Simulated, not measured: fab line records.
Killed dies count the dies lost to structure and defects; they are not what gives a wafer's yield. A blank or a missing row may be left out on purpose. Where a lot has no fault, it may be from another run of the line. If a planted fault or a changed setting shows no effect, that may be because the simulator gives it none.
fab line records	flow n5Finfet
record: lots: 7	wafers: 21
route steps=1938 shown ZERO_LAYER@9 WELL_APT@36 FIN_CUT@169 DUMMY_GATE@237 SD_EPI_P@301 SD_ACTIVATION@331
startH: hours from the record's opening day to when the first of the lot's shown wafers began	waitH: how many hours have passed since the lot's step before this one	" identical to the entry in the row above	L1.1+2: a single row standing in for several wafers	- no value present, or no start provided	* or withheld: withheld	< > ~ a bound
route shown NAME@n: a module of which the file shows steps, and the number in the route of the first	usual: mean/standard deviation taken from wafers without a fault	same: alike in all rows	chamber/n: place in a boat	sites: each site's reading	_std_site: the values' standard deviation	_edge_site: mean of outer sites minus mean of inner sites	radiusMm: for every site, how far away it sits from the centre of the wafer	mask NAME#n: copy n	behind: the most recent tool/chamber to have shaped the wafer	hold: reason for holding the lot/hours on hold/outcome of the hold	device: names the non-switching transistor (n, p or np)	end of line: the same wafers' tests at the end of the route	a step with no rows: only its recipe	killed: the dies lost at the first sort to structure and to defects; this is not the yield of the wafer	map: dies across one wafer; x = killed, . = not, _ = none there
set.NAME: the setting as run; set.NAME@STEP: as run at that earlier step	model.NAME: the simulator's own value behind a step, which no gauge read
lots whose settings were changed on purpose; a table a step, a row a wafer
== steps ==
step: N5_ZERO_LAYER_EXPOSE_08
recipe: maskId: ZERO	na: 0.55	sourceShape: conventional	sigmaOuter: 0.8	polarization: unpolarized	defocusNm: 0	targetCdNm: 2000	doseMj: 16.2
lot.wafer	tool	chamber	startH	waitH	mask	set.doseMj
L077.2	krfScanner-01	0	30.49	-	ZERO#0	16.2
L077.3+4	"	0	"	"	ZERO#0	16.76
L078.2+5+6	krfScanner-02	0	36.60	-	ZERO#0	16.2
L082.1+5	krfScanner-02	0	60.46	-	ZERO#0	16.69
L082.2	"	0	"	"	ZERO#0	16.2
L088.1+3+4	krfScanner-01	0	96.59	-	ZERO#0	16.2
L089.2	krfScanner-01	0	102.50	-	ZERO#0	17.01
L089.3+4	"	0	"	"	ZERO#0	16.2
L094.1+2+3	krfScanner-01	0	132.46	-	ZERO#0	16.2
L096.1+2	krfScanner-01	0	144.47	-	ZERO#0	16.2
L096.3	"	0	"	"	ZERO#0	17.18
step: N5_ZERO_LAYER_PEB_09
recipe: pebTempC: withheld	pebTimeS: *
step: N5_ZERO_LAYER_DEVELOP_10
recipe: developTimeS: 60	rinseLiquid: diw	dry: airSpin	devTempC: 21
step: N5_ZERO_LAYER_HARDBAKE_23
recipe: tempC: 130	timeS: 120
step: N5_ZERO_LAYER_CD_MEAS_11
recipe: targetCdNm: 2000	landingEnergyEv: 500	detector: seInlens
usual: cdNm: 2000.7/1.9
lot.wafer	tool	chamber	startH	waitH	set.doseMj@ZERO_LAYER_EXPOSE_08	cdNm
L077.2	cdSem-02	0	30.67	-	16.2	2002.5
L077.3	"	0	"	"	16.76	2009.9
L077.4	"	0	"	"	16.76	2009.2
L078.2	cdSem-02	0	36.77	-	16.2	2000.8
L078.5	"	0	"	"	16.2	2002.1
L078.6	"	0	"	"	16.2	1998.3
L082.1	cdSem-03	0	60.64	-	16.69	2006.0
L082.2	"	0	"	"	16.2	1998.6
L082.5	"	0	"	"	16.69	2005.0
L088.1	cdSem-01	0	96.77	-	16.2	2002.9
L088.3	"	0	"	"	16.2	2001.0
L088.4	"	0	"	"	16.2	2003.4
L089.2	cdSem-01	0	102.67	-	17.01	2007.8
L089.3	"	0	"	"	16.2	1999.4
L089.4	"	0	"	"	16.2	2002.4
L094.1	cdSem-02	0	132.64	-	16.2	1998.1
L094.2	"	0	"	"	16.2	1999.0
L094.3	"	0	"	"	16.2	2002.6
L096.1	cdSem-01	0	144.64	-	16.2	1999.5
L096.2	"	0	"	"	16.2	2001.8
L096.3	"	0	"	"	17.18	2012.8
step: N5_WELL_APT_COAT_19
recipe: spinRpm: 1357	resistThkNm: 950
lot.wafer	tool	chamber	startH	waitH	set.spinRpm	model.coat_of_WELL_APT_COAT_19.thkNm
L077.2	lithoTrack-01	0	-	-	1357	951.7
L077.3	"	0	"	"	1357	950.2
L077.4	"	0	"	"	1357	953.8
L078.2	lithoTrack-01	0	-	-	1411	929.7
L078.5	"	0	"	"	1357	948.6
L078.6	"	0	"	"	1411	930.6
L082.1	lithoTrack-01	0	-	-	1357	952.3
L082.2	"	0	"	"	1357	950.8
L082.5	"	0	"	"	1357	952.5
L088.1	lithoTrack-01	0	-	-	1357	953.3
L088.3	"	0	"	"	1357	954.4
L088.4	"	0	"	"	1357	954.8
L089.2	lithoTrack-05	0	-	-	1399	937.1
L089.3	"	0	"	"	1399	939.5
L089.4	"	0	"	"	1399	935.4
L094.1	lithoTrack-01	0	-	-	1402	938.8
L094.2	"	0	"	"	1357	955.3
L094.3	"	0	"	"	1402	938.6
L096.1	lithoTrack-04	0	-	-	1254	988.1
L096.2	"	0	"	"	1254	987.2
L096.3	"	0	"	"	1357	950.7
step: N5_FIN_CUT_ETCH_21
recipe: chemistry: N2/H2	target: SOC	targetDepthA: 2190	overetchA: 438	maskMaterial: SiARC	tempC: 40	ionEnergyEv: 100	biasW: 61	timeS: 523.5	pressureMtorr: 30	sourceW: 850	n2FlowSccm: 200	h2FlowSccm: 200
usual: rfVppV: 241.3/1.3
lot.wafer	tool	chamber	startH	waitH	set.biasW	rfVppV	model.SiARC_of_FIN_CUT_COAT_19.thkNm
L077.2	rieDiel-03	1	51.74	0.0	61	238.8	12
L077.3	"	2	"	"	50.8	213.6	13
L077.4	"	0	"	"	61	239.9	12.2
L078.2	rieDiel-02	0	56.42	0.0	61	241.1	11.8
L078.5	"	0	"	"	61	241.8	12
L078.6	"	3	"	"	61	238.8	12
L082.1	rieDiel-03	3	76.07	0.0	61	243.5	12
L082.2	"	0	"	"	61	241.5	12
L082.5	"	2	"	"	56.86	230.1	12.4
L088.1	rieDiel-02	1	111.66	0.0	61	240.5	11.6
L088.3	"	3	"	"	61	243.2	11.6
L088.4	"	2	"	"	61	241.4	11.8
L089.2	rieDiel-02	3	118.71	0.0	50.44	214.7	12.8
L089.3	"	2	"	"	61	241.9	11.8
L089.4	"	1	"	"	50.44	212.3	12.8
L094.1	rieDiel-02	0	149.90	0.0	56.21	229.0	12.2
L094.2	"	2	"	"	56.21	229.0	12.2
L094.3	"	1	"	"	61	241.0	11.8
L096.1	rieDiel-02	3	159.41	0.0	67.06	258.4	11.2
L096.2	"	1	"	"	61	240.8	11.8
L096.3	"	2	"	"	61	240.5	11.8
step: N5_DUMMY_GATE_ETCH_37
recipe: chemistry: N2/H2	target: SOC	targetDepthA: 600	overetchA: 300	tempC: 40	ionEnergyEv: 200	pressureMtorr: 30	sourceW: 840	biasW: 150	n2FlowSccm: 200	h2FlowSccm: 200
usual: rfVppV: 525.5/2.1
lot.wafer	tool	chamber	startH	waitH	set.sourceW	rfVppV
L077.2	rieDiel-02	0	73.17	0.0	840	523.4
L077.3	"	1	"	"	840	525.8
L077.4	"	2	"	"	840	525.8
L078.2	rieDiel-04	3	77.21	0.0	732.7	550.4
L078.5	"	3	"	"	732.7	551.0
L078.6	"	0	"	"	840	522.7
L082.1	rieDiel-02	1	95.11	0.0	840	525.9
L082.2	"	0	"	"	840	524.2
L082.5	"	0	"	"	840	523.7
L088.1	rieDiel-04	1	130.51	0.0	840	526.6
L088.3	"	0	"	"	840	523.7
L088.4	"	3	"	"	840	525.4
L089.2	rieDiel-04	2	139.34	0.0	889.7	517.2
L089.3	"	1	"	"	840	526.9
L089.4	"	0	"	"	840	522.2
L094.1	rieDiel-02	0	173.48	0.0	892.8	513.8
L094.2	"	2	"	"	840	522.9
L094.3	"	1	"	"	840	525.3
L096.1	rieDiel-04	2	181.36	0.0	702.7	559.5
L096.2	"	0	"	"	702.7	556.1
L096.3	"	1	"	"	840	526.1
step: N5_DUMMY_GATE_ETCH_32
recipe: chemistry: CF4	target: SiO2	targetDepthA: 35	timeS: 3.9	ionEnergyEv: 350	pressureMtorr: 10	icpW: 800	biasW: 400	cf4FlowSccm: 80
lot.wafer	tool	chamber	startH	waitH	set.timeS	model.etch.depthNm
L077.2	rieSi-03	2	73.69	0.1	3.9	3.566
L077.3	"	3	"	"	3.585	3.112
L077.4	"	1	"	"	3.9	3.527
L078.2	rieSi-03	0	77.80	0.1	3.9	3.459
L078.5	"	0	"	"	3.9	3.488
L078.6	"	1	"	"	3.9	3.572
L082.1	rieSi-03	0	95.63	0.1	3.9	3.421
L082.2	"	1	"	"	3.9	3.511
L082.5	"	0	"	"	3.9	3.44
L088.1	rieSi-05	1	131.04	0.1	3.9	3.47
L088.3	"	0	"	"	3.9	3.466
L088.4	"	3	"	"	3.9	3.471
L089.2	rieSi-02	0	139.87	0.1	3.9	3.505
L089.3	"	1	"	"	3.9	3.417
L089.4	"	3	"	"	3.281	2.972
L094.1	rieSi-02	3	174.13	0.1	3.9	3.546
L094.2	"	0	"	"	3.9	3.46
L094.3	"	1	"	"	3.9	3.412
L096.1	rieSi-03	3	181.89	0.1	4.631	3.965
L096.2	"	0	"	"	3.9	3.412
L096.3	"	2	"	"	3.9	3.509
step: N5_SD_EPI_P_PEB_07
recipe: pebTempC: 110	pebTimeS: 60	resist: CAR-ArF-block
lot.wafer	tool	chamber	startH	waitH	set.pebTimeS
L077.2+3	lithoTrack-03	0	80.87	0.0	60
L077.4	"	0	"	"	65.99
L078.2+6	lithoTrack-02	0	84.53	0.0	50.62
L078.5	"	0	"	"	60
L082.1+5	lithoTrack-03	0	104.72	0.1	60
L082.2	"	0	"	"	48.76
L088.1+3+4	lithoTrack-02	0	137.17	0.1	60
L089.2+3	lithoTrack-02	0	147.30	0.0	60
L089.4	"	0	"	"	53.73
L094.1+3	lithoTrack-01	0	181.50	0.1	60
L094.2	"	0	"	"	70.04
L096.1	lithoTrack-02	0	188.39	0.1	60
L096.2+3	"	0	"	"	66.93
step: N5_SD_EPI_P_DEVELOP_08
recipe: developTimeS: 30	developer: TMAH	resist: CAR-ArF-block	devTempC: 23	rinseLiquid: diw	dry: airSpin
step: N5_SD_EPI_P_CD_MEAS_09
recipe: targetCdNm: 240	landingEnergyEv: 500	detector: seInlens
usual: cdNm: 240.3/0.85
lot.wafer	tool	chamber	startH	waitH	set.pebTimeS@SD_EPI_P_PEB_07	cdNm
L077.2	cdSem-01	0	80.94	-	60	240.5
L077.3	"	0	"	"	60	240.8
L077.4	"	0	"	"	65.99	243.8
L078.2	cdSem-01	0	84.59	-	50.62	234.2
L078.5	"	0	"	"	60	239.2
L078.6	"	0	"	"	50.62	233.9
L082.1	cdSem-02	0	104.78	-	60	240.0
L082.2	"	0	"	"	48.76	233.2
L082.5	"	0	"	"	60	239.3
L088.1	cdSem-02	0	137.23	-	60	240.9
L088.3	"	0	"	"	60	239.5
L088.4	"	0	"	"	60	240.5
L089.2	cdSem-02	0	147.37	-	60	239.9
L089.3	"	0	"	"	60	240.3
L089.4	"	0	"	"	53.73	236.1
L094.1	cdSem-01	0	181.56	-	60	242.8
L094.2	"	0	"	"	70.04	246.5
L094.3	"	0	"	"	60	241.5
L096.1	cdSem-02	0	188.45	-	60	240.2
L096.2	"	0	"	"	66.93	243.6
L096.3	"	0	"	"	66.93	244.7
step: N5_SD_EPI_P_DESCUM_14
recipe: chemistry: O2	timeS: 7.9	sourcePowerW: 50	biasPowerW: 20	pressureMtorr: 20	rfFrequencyHz: 2.712e+07	tempC: 40	resist: CAR-ArF-block	o2FlowSccm: 225
lot.wafer	tool	chamber	startH	waitH	set.timeS	set.pebTimeS@SD_EPI_P_PEB_07	model.SD_EPI_P.cdNm
L077.2	rieDiel-04	1	81.04	0.0	7.9	60	240.4
L077.3	"	2	"	"	6.782	60	240.6
L077.4	"	0	"	"	6.782	65.99	243.6
L078.2	rieDiel-04	0	84.68	0.0	7.9	50.62	234.2
L078.5	"	2	"	"	8.666	60	239.8
L078.6	"	3	"	"	8.666	50.62	233.8
L082.1	rieDiel-04	1	104.89	0.0	6.475	60	239.4
L082.2	"	2	"	"	6.475	48.76	233
L082.5	"	3	"	"	6.475	60	239
L088.1	rieDiel-03	1	137.51	0.2	7.9	60	241
L088.3	"	3	"	"	7.9	60	239.8
L088.4	"	0	"	"	7.9	60	240.4
L089.2	rieDiel-02	1	147.46	0.0	7.9	60	239.6
L089.3	"	0	"	"	6.157	60	240
L089.4	"	2	"	"	6.157	53.73	235.8
L094.1	rieDiel-02	0	181.65	0.0	6.286	60	242.4
L094.2	"	3	"	"	7.9	70.04	246.6
L094.3	"	2	"	"	7.9	60	241.2
L096.1	rieDiel-02	3	188.54	0.0	6.52	60	240
L096.2	"	0	"	"	6.52	66.93	243.6
L096.3	"	2	"	"	6.52	66.93	244
step: N5_SD_EPI_P_ETCH_36
recipe: chemistry: CF4	target: SiARC	targetDepthA: 455	maskMaterial: CAR-ArF-block	timeS: 75.8	ionEnergyEv: 80	pressureMtorr: 40	sourceW: 545	biasW: 36	Ar_flow_sccm: 100	cf4FlowSccm: 100	ends: cleared
step: N5_SD_EPI_P_ETCH_37
recipe: chemistry: N2/H2	target: SOC	overetchA: 1080	maskMaterial: SiARC	tempC: 40	ionEnergyEv: 100	sourceW: 3000	biasW: 133	pressureMtorr: 20	timeS: 486	n2FlowSccm: 200	h2FlowSccm: 200	ends: endPoint
lot.wafer	tool	chamber	startH	waitH	set.pebTimeS@SD_EPI_P_PEB_07	model.SD_EPI_P.cdNm
L077.2	rieDiel-04	1	81.13	0.0	60	242.2
L077.3	"	2	"	"	60	240
L077.4	"	0	"	"	65.99	243
L078.2	rieDiel-04	0	84.77	0.0	50.62	232.6
L078.5	"	2	"	"	60	238.6
L078.6	"	3	"	"	50.62	234.4
L082.1	rieDiel-04	1	104.98	0.0	60	240.2
L082.2	"	2	"	"	48.76	230.2
L082.5	"	3	"	"	60	238.2
L088.1	rieDiel-03	1	137.60	0.0	60	241.2
L088.3	"	3	"	"	60	240
L088.4	"	0	"	"	60	241
L089.2	rieDiel-02	1	147.55	0.0	60	239.2
L089.3	"	0	"	"	60	240
L089.4	"	2	"	"	53.73	235.2
L094.1	rieDiel-02	0	181.74	0.0	60	242.4
L094.2	"	3	"	"	70.04	246.8
L094.3	"	2	"	"	60	240
L096.1	rieDiel-02	3	188.63	0.0	60	239.2
L096.2	"	0	"	"	66.93	244
L096.3	"	2	"	"	66.93	242.8
step: N5_SD_EPI_P_STRIP_38
recipe: chemistry: N2/H2	tempC: 40	n2FlowSccm: 200	h2FlowSccm: 200	rfFrequencyHz: 6e+07
step: N5_SD_EPI_P_ETCHBACK_46
recipe: chemistry: CH3F/O2	mode: anisotropicEtchback	target: SiNx	targetDepthA: 175	stopOn: SiO2	overEtchFrac: 0.3	ionEnergyEv: 120	pressureMtorr: 30	sourceW: 395	biasW: 73	Ar_flow_sccm: 150	CH3F_flow_sccm: 30	O2_flow_sccm: 20
lot.wafer	tool	chamber	startH	waitH	set.pebTimeS@SD_EPI_P_PEB_07	model.SD_EPI_P.cdNm
L077.2	rieDiel-04	1	81.45	0.0	60	242.2
L077.3	"	2	"	"	60	240
L077.4	"	0	"	"	65.99	243.2
L078.2	rieDiel-04	0	85.10	0.0	50.62	232.8
L078.5	"	2	"	"	60	238.6
L078.6	"	3	"	"	50.62	234.4
L082.1	rieDiel-04	1	105.30	0.0	60	240.2
L082.2	"	2	"	"	48.76	230.2
L082.5	"	3	"	"	60	238.2
L088.1+4	rieDiel-03	1,0	137.92	0.0	60	241
L088.3	"	3	"	"	60	240.2
L089.2	rieDiel-02	1	147.87	0.0	60	239.2
L089.3	"	0	"	"	60	240
L089.4	"	2	"	"	53.73	235.2
L094.1	rieDiel-02	0	182.07	0.0	60	242.4
L094.2	"	3	"	"	70.04	246.8
L094.3	"	2	"	"	60	240
L096.1	rieDiel-02	3	188.96	0.0	60	239.2
L096.2	"	0	"	"	66.93	244
L096.3	"	2	"	"	66.93	243
step: N5_SD_EPI_P_EPI_21
recipe: material: SiGe:B	dopant: B	tempC: 550	pressureTorr: 20	ambient: H2	timeS: 355
lot.wafer	tool	chamber	startH	waitH	set.tempC	model.SiGe-B_of_SD_EPI_P_EPI_21.thkNm
L077.2	epiRpcvd-03	0	83.04	0.6	550	60.8
L077.3	"	0	"	"	546.8	56.8
L077.4	"	0	"	"	550	60.4
L078.2	epiRpcvd-03	0	86.63	0.6	547.5	58
L078.5	"	0	88.07	2.0	547.5	57.6
L078.6	"	0	"	"	550	61
L082.1	epiRpcvd-01	0	106.39	0.2	550	61.6
L082.2+5	"	0	"	"	547	56.6
L088.1	epiRpcvd-04	0	138.86	0.1	550	61.4
L088.3+4	"	0	"	"	550	61.8
L089.2	epiRpcvd-03	0	149.16	0.5	554	67.2
L089.3	"	0	"	"	554	66.4
L089.4	"	0	"	"	550	61.8
L094.1+2	epiRpcvd-04	0	183.00	0.1	550	61.6
L094.3	"	0	"	"	550	60.6
L096.1	epiRpcvd-01	0	189.89	0.1	550	61.4
L096.2	"	0	"	"	550	61.6
L096.3	"	0	"	"	550	61.2
step: N5_SD_EPI_P_HM_STRIP_48
recipe: chemistry: H3PO4	tempC: 160	material: SiNx	target: SiNx	targetDepthA: 30	overetchFraction: 0.3
lot.wafer	tool	chamber	startH	waitH	set.tempC@SD_EPI_P_EPI_21	model.SiGe-B_of_SD_EPI_P_EPI_21.thkNm
L077.2	wetBench-05	6	85.51	0.0	550	60.4
L077.3	"	5	"	"	546.8	56.6
L077.4	"	1	"	"	550	60.2
L078.2	wetBench-05	3	89.10	0.0	547.5	57.8
L078.5	"	7	"	"	547.5	57.2
L078.6	"	2	"	"	550	60.6
L082.1	wetBench-05	3	109.34	0.0	550	61.2
L082.2	"	4	"	"	547	56.4
L082.5	"	2	"	"	547	56.2
L088.1	wetBench-03	3	141.09	0.0	550	61.2
L088.3	"	5	"	"	550	61.6
L088.4	"	6	"	"	550	61.4
L089.2	wetBench-03	1	151.03	0.0	554	66.8
L089.3	"	4	"	"	554	66
L089.4	"	6	"	"	550	61.4
L094.1	wetBench-05	1	185.23	0.0	550	61.4
L094.2	"	6	"	"	550	61.2
L094.3	"	0	"	"	550	60.2
L096.1	wetBench-03	6	192.14	0.0	550	61
L096.2	"	7	"	"	550	61.2
L096.3	"	4	"	"	550	60.8
step: N5_SD_ACTIVATION_LSA_01
recipe: tempC: 1080	timeS: 0.0008	ambient: N2
usual: wafer_temp_C_max: 1084.7/0.85
lot.wafer	tool	chamber	startH	waitH	set.tempC	wafer_temp_C_max
L077.2	laserAnneal-02	0	85.91	0.2	1060	1064.2
L077.3	"	0	"	"	1080	1084.4
L077.4	"	0	"	"	1080	1085.5
L078.2	laserAnneal-01	0	89.54	0.2	1080	1085.0
L078.5	"	0	"	"	1080	1083.9
L078.6	"	0	"	"	1080	1083.0
L082.1	laserAnneal-01	0	109.71	0.2	1051	1054.9
L082.2	"	0	"	"	1080	1084.7
L082.5	"	0	"	"	1080	1083.0
L088.1	laserAnneal-02	0	141.61	0.2	1080	1085.0
L088.3	"	0	"	"	1080	1085.8
L088.4	"	0	"	"	1080	1085.0
L089.2	laserAnneal-01	0	151.43	0.2	1080	1084.7
L089.3	"	0	"	"	1080	1084.6
L089.4	"	0	"	"	1080	1084.1
L094.1	laserAnneal-02	0	185.60	0.2	1070	1074.5
L094.2	"	0	"	"	1070	1075.2
L094.3	"	0	"	"	1080	1084.9
L096.1	laserAnneal-01	0	192.51	0.2	1096	1099.5
L096.2	"	0	"	"	1080	1086.5
L096.3	"	0	"	"	1096	1099.6
step: N5_SD_ACTIVATION_RS_MEAS_03
recipe: thkMeasGauge: four-point-probe
usual: RS_SD_N: 21.9/0.34	RS_SD_P: 55.9/0.85
lot.wafer	tool	chamber	startH	waitH	set.tempC@SD_EPI_P_EPI_21	set.tempC@SD_ACTIVATION_LSA_01	RS_SD_N[ohm/sq]	RS_SD_P[ohm/sq]
L077.2	filmMetro-02	-	86.10	0.2	550	1060	24.1	58.4
L077.3	"	-	"	"	546.8	1080	21.7	62.2
L077.4	"	-	"	"	550	1080	21.6	58.8
L078.2	filmMetro-01	-	89.73	0.2	547.5	1080	22.1	59.3
L078.5	"	-	"	"	547.5	1080	21.9	59.1
L078.6	"	-	"	"	550	1080	22.1	55.6
L082.1	filmMetro-01	-	109.91	0.2	550	1051	25.3	56.0
L082.2	"	-	"	"	547	1080	21.8	61.3
L082.5	"	-	"	"	547	1080	21.8	61.1
L088.1	filmMetro-02	-	141.81	0.2	550	1080	21.8	54.7
L088.3	"	-	"	"	550	1080	22.2	54.0
L088.4	"	-	"	"	550	1080	21.6	54.3
L089.2	filmMetro-02	-	151.62	0.2	554	1080	22.2	51.0
L089.3	"	-	"	"	554	1080	22.1	51.5
L089.4	"	-	"	"	550	1080	22.1	55.5
L094.1	filmMetro-01	-	185.80	0.2	550	1070	22.6	56.1
L094.2	"	-	"	"	550	1070	22.2	56.7
L094.3	"	-	"	"	550	1080	21.6	56.3
L096.1	filmMetro-01	-	192.71	0.2	550	1096	20.1	55.9
L096.2	"	-	"	"	550	1080	22.1	56.1
L096.3	"	-	"	"	550	1096	20.3	56.5
== key ==
split: step: N5_ZERO_LAYER_EXPOSE_08	setting: doseMj	stated: 16.2	by: wafer
response: step: N5_ZERO_LAYER_CD_MEAS_11	reading: cdNm	change: +1.84	per: 1%	r: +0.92
split: step: N5_WELL_APT_COAT_19	setting: spinRpm	stated: 1357	by: wafer
response: step: N5_WELL_APT_COAT_19	reading: model.coat_of_WELL_APT_COAT_19.thkNm	change: -4.84	per: 1%	r: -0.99
split: step: N5_FIN_CUT_ETCH_21	setting: biasW	stated: 61	by: wafer
response: step: N5_FIN_CUT_ETCH_21	reading: rfVppV	change: +1.62	per: 1%	r: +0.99
response: step: N5_FIN_CUT_ETCH_21	reading: model.SiARC_of_FIN_CUT_COAT_19.thkNm	change: -0.0562	per: 1%	r: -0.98
split: step: N5_DUMMY_GATE_ETCH_37	setting: sourceW	stated: 840	by: wafer
response: step: N5_DUMMY_GATE_ETCH_37	reading: rfVppV	change: -1.95	per: 1%	r: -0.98
split: step: N5_DUMMY_GATE_ETCH_32	setting: timeS	stated: 3.9	by: wafer
response: step: N5_DUMMY_GATE_ETCH_32	reading: model.etch.depthNm	change: +0.031	per: 1%	r: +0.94
split: step: N5_SD_EPI_P_PEB_07	setting: pebTimeS	stated: 60	by: wafer
response: step: N5_SD_EPI_P_CD_MEAS_09	reading: cdNm	change: +0.324	per: 1%	r: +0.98
response: step: N5_SD_EPI_P_DESCUM_14	reading: model.SD_EPI_P.cdNm	change: +0.332	per: 1%	r: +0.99
response: step: N5_SD_EPI_P_ETCH_37	reading: model.SD_EPI_P.cdNm	change: +0.374	per: 1%	r: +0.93
response: step: N5_SD_EPI_P_ETCHBACK_46	reading: model.SD_EPI_P.cdNm	change: +0.375	per: 1%	r: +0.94
split: step: N5_SD_EPI_P_DESCUM_14	setting: timeS	stated: 7.9	by: wafer
response none clear
split: step: N5_SD_EPI_P_EPI_21	setting: tempC	stated: 550	by: wafer
response: step: N5_SD_EPI_P_EPI_21	reading: model.SiGe-B_of_SD_EPI_P_EPI_21.thkNm	change: +7.31	per: 1%	r: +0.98
response: step: N5_SD_EPI_P_HM_STRIP_48	reading: model.SiGe-B_of_SD_EPI_P_EPI_21.thkNm	change: +7.2	per: 1%	r: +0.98
response: step: N5_SD_ACTIVATION_RS_MEAS_03	reading: RS_SD_P	change: -7.03	per: 1%	r: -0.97
split: step: N5_SD_ACTIVATION_LSA_01	setting: tempC	stated: 1080	by: wafer
response: step: N5_SD_ACTIVATION_LSA_01	reading: wafer_temp_C_max	change: *	per: 1%	r: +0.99
response: step: N5_SD_ACTIVATION_RS_MEAS_03	reading: RS_SD_N	change: -1.28	per: 1%	r: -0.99
